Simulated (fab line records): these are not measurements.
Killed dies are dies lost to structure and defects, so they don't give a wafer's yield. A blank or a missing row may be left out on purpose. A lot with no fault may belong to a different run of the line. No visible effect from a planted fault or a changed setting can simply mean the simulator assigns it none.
Which tool is to blame? / flow nand-harc / 24 lots with 72 wafers sampled at 6 steps, on a route of 1302 steps

## WHAT EACH GAUGE READ, for each wafer
NHARC_A_BLC_CD_MEAS_19. Usual: 100.1 nm for cd-nm, sd 2.9.
lot=L074; measured=day 23 04:32; on=cd-sem-02; cd-nm (nm)=102.8 98.6 94.1; flag=
lot=L076; measured=day 23 05:21; on=cd-sem-01; cd-nm (nm)=96.0 97.9 100.5; flag=
lot=L075; measured=day 23 10:38; on=cd-sem-03; cd-nm (nm)=99.6 95.5 99.6; flag=
lot=L078; measured=day 25 05:13; on=cd-sem-02; cd-nm (nm)=98.2 100.2 101.4; flag=
lot=L079; measured=day 25 09:34; on=cd-sem-02; cd-nm (nm)=97.7 98.2 103.9; flag=
lot=L077; measured=day 25 13:40; on=cd-sem-03; cd-nm (nm)=103.7 100.8 101.7; flag=
lot=L080; measured=day 25 14:11; on=cd-sem-02; cd-nm (nm)=100.3 98.1 98.9; flag=
lot=L081; measured=day 25 20:58; on=cd-sem-02; cd-nm (nm)=99.9 101.6 96.4; flag=
lot=L082; measured=day 26 05:56; on=cd-sem-02; cd-nm (nm)=100.5 98.0 99.9; flag=
lot=L084; measured=day 26 19:41; on=cd-sem-03; cd-nm (nm)=104.6 103.9 105.2; flag=
lot=L083; measured=day 26 23:52; on=cd-sem-03; cd-nm (nm)=99.7 101.5 103.3; flag=
lot=L085; measured=day 27 06:12; on=cd-sem-01; cd-nm (nm)=101.6 100.4 97.2; flag=
lot=L086; measured=day 27 07:47; on=cd-sem-01; cd-nm (nm)=96.9 100.3 94.9; flag=
lot=L087; measured=day 28 02:53; on=cd-sem-03; cd-nm (nm)=100.6 103.3 102.8; flag=
lot=L090; measured=day 28 14:40; on=cd-sem-01; cd-nm (nm)=102.1 96.1 98.6; flag=
lot=L088; measured=day 28 19:07; on=cd-sem-03; cd-nm (nm)=100.8 99.8 102.3; flag=
lot=L089; measured=day 29 01:16; on=cd-sem-03; cd-nm (nm)=100.0 100.0 100.8; flag=
lot=L092; measured=day 30 11:43; on=cd-sem-02; cd-nm (nm)=100.3 98.5 102.5; flag=
lot=L091; measured=day 30 18:27; on=cd-sem-02; cd-nm (nm)=96.2 101.7 99.2; flag=
lot=L093; measured=day 31 00:43; on=cd-sem-03; cd-nm (nm)=104.5 99.0 93.2; flag=
lot=L094; measured=day 31 05:01; on=cd-sem-03; cd-nm (nm)=95.7 98.6 99.1; flag=
lot=L095; measured=day 31 06:01; on=cd-sem-03; cd-nm (nm)=99.4 98.2 101.5; flag=
lot=L097; measured=day 31 17:21; on=cd-sem-02; cd-nm (nm)=97.1 98.2 98.7; flag=
lot=L096; measured=day 31 19:17; on=cd-sem-03; cd-nm (nm)=97.3 106.8 101.2; flag=

## WHICH TOOL RAN EACH LOT (tool, then ch and the chambers of the sampled wafers, then the start)
lot=L074; NHARC_A_CONTACT_ETCH_126=har-cap-etch-02 ch 0,1, day 22 14:02; NHARC_A_CONTACT_ETCH_132=har-cap-etch-02 ch 0,1, day 22 15:05; NHARC_A_CONTACT_ETCH_30=rie-diel-03 ch 1,2,3, day 22 23:10 or earlier; NHARC_A_CONTACT_ETCH_137=har-cap-etch-03 ch 0,1, day 22 23:10; NHARC_A_CONTACT_ALD_18=ald-metal-03 ch 1,2,3, day 23 01:23
lot=L076; NHARC_A_CONTACT_ETCH_126=har-cap-etch-03 ch 0,1, day 22 15:10; NHARC_A_CONTACT_ETCH_132=har-cap-etch-03 ch 0,1, day 22 16:14; NHARC_A_CONTACT_ETCH_30=rie-diel-09 ch 0,1,2, day 22 23:34 or earlier; NHARC_A_CONTACT_ETCH_137=har-cap-etch-01 ch 0,1, day 22 23:34; NHARC_A_CONTACT_ALD_18=ald-metal-02 ch 0,2,3, day 23 02:13
lot=L075; NHARC_A_CONTACT_ETCH_126=har-cap-etch-02 ch 0,1, day 22 21:32; NHARC_A_CONTACT_ETCH_132=har-cap-etch-02 ch 0,1, day 22 22:35; NHARC_A_CONTACT_ETCH_30=rie-diel-03 ch 0,2,3, day 23 05:20 or earlier; NHARC_A_CONTACT_ETCH_137=har-cap-etch-03 ch 0,1, day 23 05:20; NHARC_A_CONTACT_ALD_18=ald-metal-02 ch 0,1,3, day 23 07:36
lot=L078; NHARC_A_CONTACT_ETCH_126=har-cap-etch-02 ch 1, day 24 10:03; NHARC_A_CONTACT_ETCH_132=har-cap-etch-02 ch 1, day 24 11:07; NHARC_A_CONTACT_ETCH_30=rie-diel-03 ch 1,3, day 24 23:32 or earlier; NHARC_A_CONTACT_ETCH_137=har-cap-etch-03 ch 0,1, day 24 23:32; NHARC_A_CONTACT_ALD_18=ald-metal-01 ch 0,2,3, day 25 01:53
lot=L079; NHARC_A_CONTACT_ETCH_126=har-cap-etch-01 ch 0,1, day 24 18:09; NHARC_A_CONTACT_ETCH_132=har-cap-etch-01 ch 0,1, day 24 19:13; NHARC_A_CONTACT_ETCH_30=rie-diel-03 ch 0,2,3, day 25 03:16 or earlier; NHARC_A_CONTACT_ETCH_137=har-cap-etch-02 ch 0,1, day 25 03:16; NHARC_A_CONTACT_ALD_18=ald-metal-02 ch 0,1,3, day 25 06:14
lot=L077; NHARC_A_CONTACT_ETCH_126=har-cap-etch-02 ch 0,1, day 24 19:56; NHARC_A_CONTACT_ETCH_132=har-cap-etch-02 ch 0,1, day 24 21:00; NHARC_A_CONTACT_ETCH_30=rie-diel-03 ch 2,3, day 25 08:16 or earlier; NHARC_A_CONTACT_ETCH_137=har-cap-etch-02 ch 0,1, day 25 08:16; NHARC_A_CONTACT_ALD_18=ald-metal-02 ch 0,2,3, day 25 10:34
lot=L080; NHARC_A_CONTACT_ETCH_126=har-cap-etch-01 ch 0,1, day 24 21:04; NHARC_A_CONTACT_ETCH_132=har-cap-etch-01 ch 0,1, day 24 22:08; NHARC_A_CONTACT_ETCH_30=rie-diel-09 ch 1,2,3, day 25 08:43 or earlier; NHARC_A_CONTACT_ETCH_137=har-cap-etch-01 ch 0,1, day 25 08:43; NHARC_A_CONTACT_ALD_18=ald-metal-01 ch 0,2,3, day 25 11:00
lot=L081; NHARC_A_CONTACT_ETCH_126=har-cap-etch-03 ch 0,1, day 25 06:08; NHARC_A_CONTACT_ETCH_132=har-cap-etch-03 ch 0,1, day 25 07:32; NHARC_A_CONTACT_ETCH_30=rie-diel-03 ch 0,1,2, day 25 15:04 or earlier; NHARC_A_CONTACT_ETCH_137=har-cap-etch-03 ch 0,1, day 25 15:04; NHARC_A_CONTACT_ALD_18=ald-metal-03 ch 0,1, day 25 17:47
lot=L082; NHARC_A_CONTACT_ETCH_126=har-cap-etch-02 ch 0,1, day 25 14:54; NHARC_A_CONTACT_ETCH_132=har-cap-etch-02 ch 0,1, day 25 15:58; NHARC_A_CONTACT_ETCH_30=rie-diel-09 ch 1,2, day 26 00:11 or earlier; NHARC_A_CONTACT_ETCH_137=har-cap-etch-02 ch 0,1, day 26 00:11; NHARC_A_CONTACT_ALD_18=ald-metal-02 ch 0,1,2, day 26 02:46
lot=L084; NHARC_A_CONTACT_ETCH_126=har-cap-etch-02 ch 0,1, day 26 06:00; NHARC_A_CONTACT_ETCH_132=har-cap-etch-02 ch 0,1, day 26 07:25; NHARC_A_CONTACT_ETCH_30=rie-diel-03 ch 0,1,2, day 26 14:21 or earlier; NHARC_A_CONTACT_ETCH_137=har-cap-etch-02 ch 0,1, day 26 14:21; NHARC_A_CONTACT_ALD_18=ald-metal-03 ch 0,2,3, day 26 16:38
lot=L083; NHARC_A_CONTACT_ETCH_126=har-cap-etch-01 ch 0,1, day 26 09:04; NHARC_A_CONTACT_ETCH_132=har-cap-etch-01 ch 0,1, day 26 10:28; NHARC_A_CONTACT_ETCH_30=rie-diel-03 ch 1,2,3, day 26 18:28 or earlier; NHARC_A_CONTACT_ETCH_137=har-cap-etch-02 ch 0,1, day 26 18:28; NHARC_A_CONTACT_ALD_18=ald-metal-01 ch 0,1,2, day 26 20:46
lot=L085; NHARC_A_CONTACT_ETCH_126=har-cap-etch-03 ch 0,1, day 26 16:20; NHARC_A_CONTACT_ETCH_132=har-cap-etch-03 ch 0,1, day 26 17:46; NHARC_A_CONTACT_ETCH_30=rie-diel-03 ch 0,1,2, day 27 00:43 or earlier; NHARC_A_CONTACT_ETCH_137=har-cap-etch-02 ch 0,1, day 27 00:43; NHARC_A_CONTACT_ALD_18=ald-metal-02 ch 0,1,2, day 27 02:58
lot=L086; NHARC_A_CONTACT_ETCH_126=har-cap-etch-01 ch 0,1, day 26 17:02; NHARC_A_CONTACT_ETCH_132=har-cap-etch-01 ch 0,1, day 26 18:27; NHARC_A_CONTACT_ETCH_30=rie-diel-03 ch 2,3, day 27 02:24 or earlier; NHARC_A_CONTACT_ETCH_137=har-cap-etch-01 ch 0,1, day 27 02:24; NHARC_A_CONTACT_ALD_18=ald-metal-01 ch 0,1,2, day 27 04:40
lot=L087; NHARC_A_CONTACT_ETCH_126=har-cap-etch-03 ch 0,1, day 27 11:34; NHARC_A_CONTACT_ETCH_132=har-cap-etch-03 ch 0,1, day 27 12:37; NHARC_A_CONTACT_ETCH_30=rie-diel-09 ch 0,1,3, day 27 21:37 or earlier; NHARC_A_CONTACT_ETCH_137=har-cap-etch-02 ch 0,1, day 27 21:37; NHARC_A_CONTACT_ALD_18=ald-metal-03 ch 0,2,3, day 27 23:54
lot=L090; NHARC_A_CONTACT_ETCH_126=har-cap-etch-03 ch 0,1, day 27 23:32; NHARC_A_CONTACT_ETCH_132=har-cap-etch-03 ch 0,1, day 28 00:57; NHARC_A_CONTACT_ETCH_30=rie-diel-03 ch 0,1,3, day 28 08:26 or earlier; NHARC_A_CONTACT_ETCH_137=har-cap-etch-03 ch 0,1, day 28 08:26; NHARC_A_CONTACT_ALD_18=ald-metal-02 ch 0,1,3, day 28 11:19
lot=L088; NHARC_A_CONTACT_ETCH_126=har-cap-etch-02 ch 0,1, day 28 04:31; NHARC_A_CONTACT_ETCH_132=har-cap-etch-02 ch 0,1, day 28 05:35; NHARC_A_CONTACT_ETCH_30=rie-diel-02 ch 1,2,3, day 28 13:36 or earlier; NHARC_A_CONTACT_ETCH_137=har-cap-etch-02 ch 0,1, day 28 13:36; NHARC_A_CONTACT_ALD_18=ald-metal-03 ch 0,1,3, day 28 15:52
lot=L089; NHARC_A_CONTACT_ETCH_126=har-cap-etch-01 ch 0,1, day 28 11:49; NHARC_A_CONTACT_ETCH_132=har-cap-etch-01 ch 0,1, day 28 12:52; NHARC_A_CONTACT_ETCH_30=rie-diel-03 ch 0,1,2, day 28 19:40 or earlier; NHARC_A_CONTACT_ETCH_137=har-cap-etch-03 ch 0,1, day 28 19:40; NHARC_A_CONTACT_ALD_18=ald-metal-01 ch 0,2,3, day 28 22:14
lot=L092; NHARC_A_CONTACT_ETCH_126=har-cap-etch-01 ch 0,1, day 29 20:41; NHARC_A_CONTACT_ETCH_132=har-cap-etch-01 ch 0,1, day 29 21:44; NHARC_A_CONTACT_ETCH_30=rie-diel-03 ch 0,2,3, day 30 06:19 or earlier; NHARC_A_CONTACT_ETCH_137=har-cap-etch-02 ch 0,1, day 30 06:19; NHARC_A_CONTACT_ALD_18=ald-metal-03 ch 1,2,3, day 30 08:34
lot=L091; NHARC_A_CONTACT_ETCH_126=har-cap-etch-02 ch 0,1, day 30 03:11; NHARC_A_CONTACT_ETCH_132=har-cap-etch-02 ch 0,1, day 30 04:16; NHARC_A_CONTACT_ETCH_30=rie-diel-03 ch 1,2, day 30 12:28 or earlier; NHARC_A_CONTACT_ETCH_137=har-cap-etch-01 ch 0,1, day 30 12:28; NHARC_A_CONTACT_ALD_18=ald-metal-02 ch 0,1,2, day 30 15:26
lot=L093; NHARC_A_CONTACT_ETCH_126=har-cap-etch-03 ch 0,1, day 30 06:31; NHARC_A_CONTACT_ETCH_132=har-cap-etch-03 ch 0,1, day 30 07:34; NHARC_A_CONTACT_ETCH_30=rie-diel-02 ch 0,1,3, day 30 19:12 or earlier; NHARC_A_CONTACT_ETCH_137=har-cap-etch-02 ch 0, day 30 19:12; NHARC_A_CONTACT_ALD_18=ald-metal-01 ch 0,2,3, day 30 21:35
lot=L094; NHARC_A_CONTACT_ETCH_126=har-cap-etch-02 ch 0,1, day 30 15:32; NHARC_A_CONTACT_ETCH_132=har-cap-etch-02 ch 0,1, day 30 16:37; NHARC_A_CONTACT_ETCH_30=rie-diel-03 ch 0,2,3, day 30 23:37 or earlier; NHARC_A_CONTACT_ETCH_137=har-cap-etch-01 ch 1, day 30 23:37; NHARC_A_CONTACT_ALD_18=ald-metal-01 ch 1,2, day 31 01:54
lot=L095; NHARC_A_CONTACT_ETCH_126=har-cap-etch-03 ch 0,1, day 30 15:43; NHARC_A_CONTACT_ETCH_132=har-cap-etch-03 ch 0,1, day 30 16:46; NHARC_A_CONTACT_ETCH_30=rie-diel-02 ch 1,2,3, day 31 00:28 or earlier; NHARC_A_CONTACT_ETCH_137=har-cap-etch-02 ch 0,1, day 31 00:28; NHARC_A_CONTACT_ALD_18=ald-metal-02 ch 0,2,3, day 31 02:45
lot=L097; NHARC_A_CONTACT_ETCH_126=har-cap-etch-03 ch 0,1, day 31 03:48; NHARC_A_CONTACT_ETCH_132=har-cap-etch-03 ch 0,1, day 31 04:52; NHARC_A_CONTACT_ETCH_30=rie-diel-03 ch 2,3, day 31 11:56 or earlier; NHARC_A_CONTACT_ETCH_137=har-cap-etch-02 ch 0,1, day 31 11:56; NHARC_A_CONTACT_ALD_18=ald-metal-03 ch 0,1, day 31 14:13
lot=L096; NHARC_A_CONTACT_ETCH_126=har-cap-etch-01 ch 0,1, day 31 06:01; NHARC_A_CONTACT_ETCH_132=har-cap-etch-01 ch 0,1, day 31 07:04; NHARC_A_CONTACT_ETCH_30=rie-diel-03 ch 0,1,2, day 31 13:52 or earlier; NHARC_A_CONTACT_ETCH_137=har-cap-etch-03 ch 0,1, day 31 13:52; NHARC_A_CONTACT_ALD_18=ald-metal-01 ch 0,2,3, day 31 16:07
- NHARC_A_CONTACT_ETCH_126: etches the open film in C4F8/O2/Ar, time 197 s, target depth 1918 nm.
- NHARC_A_CONTACT_ETCH_132: etches the open film in C4F8/O2/Ar, time 197 s, target depth 1924 nm.
- NHARC_A_CONTACT_ETCH_30: etches the open film in CF4/CHF3, target depth 72.6 nm, time 36.3 s.
- NHARC_A_CONTACT_ETCH_137: etches the open film in C4F8/O2/Ar, time 311 s, target depth 1912 nm.
- NHARC_A_CONTACT_ALD_18: deposits TiN, target thk 3 nm, pulse time 1 s, ald cycles 150.

## WHAT THE TOOLS THEMSELVES READ (means of the sampled wafers that have a number; where no wafer has one, the mark that the record gives instead)
NHARC_A_CONTACT_ETCH_30. Usual: drypump-motor-current-A 5.5 A, standard deviation 0.36; oes-product-au 0.941 a.u., standard deviation 0.024; rf-vpp-V 370.5 V, standard deviation 2.8; showerhead-plenum-p-Torr 1.57 Torr, standard deviation 0.083; throttle-valve-pct 16.803 %, standard deviation 0.0087.
lot=L074; tool=rie-diel-03; drypump-motor-current-A (A)=5.2; oes-product-au (a.u.)=0.970; rf-vpp-V (V)=369.9; showerhead-plenum-p-Torr (Torr)=1.57; throttle-valve-pct (%)=16.801; flag=
lot=L076; tool=rie-diel-09; drypump-motor-current-A (A)=5.4; oes-product-au (a.u.)=0.965; rf-vpp-V (V)=370.6; showerhead-plenum-p-Torr (Torr)=1.60; throttle-valve-pct (%)=16.802; flag=
lot=L075; tool=rie-diel-03; drypump-motor-current-A (A)=5.5; oes-product-au (a.u.)=0.977; rf-vpp-V (V)=369.3; showerhead-plenum-p-Torr (Torr)=1.53; throttle-valve-pct (%)=16.798; flag=
lot=L078; tool=rie-diel-03; drypump-motor-current-A (A)=5.1; oes-product-au (a.u.)=0.925; rf-vpp-V (V)=371.5; showerhead-plenum-p-Torr (Torr)=1.61; throttle-valve-pct (%)=16.808; flag=
lot=L079; tool=rie-diel-03; drypump-motor-current-A (A)=5.5; oes-product-au (a.u.)=0.926; rf-vpp-V (V)=369.5; showerhead-plenum-p-Torr (Torr)=1.53; throttle-valve-pct (%)=16.804; flag=
lot=L077; tool=rie-diel-03; drypump-motor-current-A (A)=5.4; oes-product-au (a.u.)=0.970; rf-vpp-V (V)=368.7; showerhead-plenum-p-Torr (Torr)=1.52; throttle-valve-pct (%)=16.810; flag=
lot=L080; tool=rie-diel-09; drypump-motor-current-A (A)=5.9; oes-product-au (a.u.)=0.953; rf-vpp-V (V)=372.0; showerhead-plenum-p-Torr (Torr)=1.61; throttle-valve-pct (%)=16.803; flag=
lot=L081; tool=rie-diel-03; drypump-motor-current-A (A)=5.4; oes-product-au (a.u.)=0.913; rf-vpp-V (V)=369.7; showerhead-plenum-p-Torr (Torr)=1.50; throttle-valve-pct (%)=16.804; flag=
lot=L082; tool=rie-diel-09; drypump-motor-current-A (A)=5.5; oes-product-au (a.u.)=0.922; rf-vpp-V (V)=372.5; showerhead-plenum-p-Torr (Torr)=1.61; throttle-valve-pct (%)=16.804; flag=
lot=L084; tool=rie-diel-03; drypump-motor-current-A (A)=5.4; oes-product-au (a.u.)=0.919; rf-vpp-V (V)=368.9; showerhead-plenum-p-Torr (Torr)=1.50; throttle-valve-pct (%)=16.802; flag=
lot=L083; tool=rie-diel-03; drypump-motor-current-A (A)=5.2; oes-product-au (a.u.)=0.926; rf-vpp-V (V)=371.1; showerhead-plenum-p-Torr (Torr)=1.56; throttle-valve-pct (%)=16.805; flag=
lot=L085; tool=rie-diel-03; drypump-motor-current-A (A)=5.4; oes-product-au (a.u.)=0.918; rf-vpp-V (V)=368.8; showerhead-plenum-p-Torr (Torr)=1.50; throttle-valve-pct (%)=16.799; flag=
lot=L086; tool=rie-diel-03; drypump-motor-current-A (A)=5.4; oes-product-au (a.u.)=0.984; rf-vpp-V (V)=369.6; showerhead-plenum-p-Torr (Torr)=1.52; throttle-valve-pct (%)=16.804; flag=
lot=L087; tool=rie-diel-09; drypump-motor-current-A (A)=5.9; oes-product-au (a.u.)=0.924; rf-vpp-V (V)=371.7; showerhead-plenum-p-Torr (Torr)=1.60; throttle-valve-pct (%)=16.801; flag=
lot=L090; tool=rie-diel-03; drypump-motor-current-A (A)=5.4; oes-product-au (a.u.)=0.973; rf-vpp-V (V)=370.5; showerhead-plenum-p-Torr (Torr)=1.57; throttle-valve-pct (%)=16.801; flag=
lot=L088; tool=rie-diel-02; drypump-motor-current-A (A)=5.6; oes-product-au (a.u.)=0.960; rf-vpp-V (V)=368.6; showerhead-plenum-p-Torr (Torr)=1.49; throttle-valve-pct (%)=16.796; flag=
lot=L089; tool=rie-diel-03; drypump-motor-current-A (A)=5.4; oes-product-au (a.u.)=0.927; rf-vpp-V (V)=370.5; showerhead-plenum-p-Torr (Torr)=1.58; throttle-valve-pct (%)=16.800; flag=
lot=L092; tool=rie-diel-03; drypump-motor-current-A (A)=5.5; oes-product-au (a.u.)=0.925; rf-vpp-V (V)=371.6; showerhead-plenum-p-Torr (Torr)=1.61; throttle-valve-pct (%)=16.805; flag=
lot=L091; tool=rie-diel-03; drypump-motor-current-A (A)=5.2; oes-product-au (a.u.)=0.935; rf-vpp-V (V)=373.9; showerhead-plenum-p-Torr (Torr)=1.66; throttle-valve-pct (%)=16.812; flag=
lot=L093; tool=rie-diel-02; drypump-motor-current-A (A)=5.8; oes-product-au (a.u.)=0.925; rf-vpp-V (V)=369.6; showerhead-plenum-p-Torr (Torr)=1.55; throttle-valve-pct (%)=16.801; flag=
lot=L094; tool=rie-diel-03; drypump-motor-current-A (A)=5.5; oes-product-au (a.u.)=0.931; rf-vpp-V (V)=371.2; showerhead-plenum-p-Torr (Torr)=1.61; throttle-valve-pct (%)=16.813; flag=
lot=L095; tool=rie-diel-02; drypump-motor-current-A (A)=5.6; oes-product-au (a.u.)=0.956; rf-vpp-V (V)=367.9; showerhead-plenum-p-Torr (Torr)=1.49; throttle-valve-pct (%)=16.801; flag=
lot=L097; tool=rie-diel-03; drypump-motor-current-A (A)=5.4; oes-product-au (a.u.)=0.936; rf-vpp-V (V)=373.8; showerhead-plenum-p-Torr (Torr)=1.67; throttle-valve-pct (%)=16.804; flag=
lot=L096; tool=rie-diel-03; drypump-motor-current-A (A)=5.4; oes-product-au (a.u.)=0.925; rf-vpp-V (V)=370.3; showerhead-plenum-p-Torr (Torr)=1.58; throttle-valve-pct (%)=16.807; flag=

NHARC_A_CONTACT_ALD_18. Usual: heater-power-w 1087 W, standard deviation 140; precursor-pulse-height-rel 0.999, standard deviation 0.02.
lot=L074; tool=ald-metal-03; heater-power-w (W)=1202; precursor-pulse-height-rel=0.994; flag=
lot=L076; tool=ald-metal-02; heater-power-w (W)=1088; precursor-pulse-height-rel=0.997; flag=
lot=L075; tool=ald-metal-02; heater-power-w (W)=1100; precursor-pulse-height-rel=0.996; flag=
lot=L078; tool=ald-metal-01; heater-power-w (W)=1076; precursor-pulse-height-rel=0.997; flag=
lot=L079; tool=ald-metal-02; heater-power-w (W)=1105; precursor-pulse-height-rel=1.002; flag=
lot=L077; tool=ald-metal-02; heater-power-w (W)=1095; precursor-pulse-height-rel=1.008; flag=
lot=L080; tool=ald-metal-01; heater-power-w (W)=1062; precursor-pulse-height-rel=1.018; flag=
lot=L081; tool=ald-metal-03; heater-power-w (W)=1198; precursor-pulse-height-rel=1.014; flag=
lot=L082; tool=ald-metal-02; heater-power-w (W)=949; precursor-pulse-height-rel=1.007; flag=
lot=L084; tool=ald-metal-03; heater-power-w (W)=1131; precursor-pulse-height-rel=0.988; flag=
lot=L083; tool=ald-metal-01; heater-power-w (W)=1112; precursor-pulse-height-rel=0.984; flag=
lot=L085; tool=ald-metal-02; heater-power-w (W)=918; precursor-pulse-height-rel=1.012; flag=
lot=L086; tool=ald-metal-01; heater-power-w (W)=1110; precursor-pulse-height-rel=1.003; flag=
lot=L087; tool=ald-metal-03; heater-power-w (W)=1129; precursor-pulse-height-rel=0.996; flag=
lot=L090; tool=ald-metal-02; heater-power-w (W)=1096; precursor-pulse-height-rel=0.999; flag=
lot=L088; tool=ald-metal-03; heater-power-w (W)=1168; precursor-pulse-height-rel=0.985; flag=
lot=L089; tool=ald-metal-01; heater-power-w (W)=1075; precursor-pulse-height-rel=0.994; flag=
lot=L092; tool=ald-metal-03; heater-power-w (W)=1164; precursor-pulse-height-rel=0.997; flag=
lot=L091; tool=ald-metal-02; heater-power-w (W)=930; precursor-pulse-height-rel=0.993; flag=
lot=L093; tool=ald-metal-01; heater-power-w (W)=1070; precursor-pulse-height-rel=0.999; flag=
lot=L094; tool=ald-metal-01; heater-power-w (W)=1139; precursor-pulse-height-rel=1.008; flag=
lot=L095; tool=ald-metal-02; heater-power-w (W)=1100; precursor-pulse-height-rel=0.970; flag=
lot=L097; tool=ald-metal-03; heater-power-w (W)=1201; precursor-pulse-height-rel=0.992; flag=
lot=L096; tool=ald-metal-01; heater-power-w (W)=1054; precursor-pulse-height-rel=0.994; flag=

## THE ANSWER, worked out from the rows above alone
Rule: take the mean of a lot's wafers that have a number; if it is more than 3 standard deviations from the usual mean, the lot is off. Also off: a lot with no number at a reading for which 4 or more lots have one. Any other lot the step has rows for is counted as sound. First the gauges in route order, then the tools' own readings, where a lot's mean is used as printed above. The first step at which some lot is off is used, and at that step the reading that is off furthest; a lot without a number counts as furthest.
No lot is off at any reading shown: from this, nothing can be told.

## WHAT THE SIMULATOR HAD PUT IN
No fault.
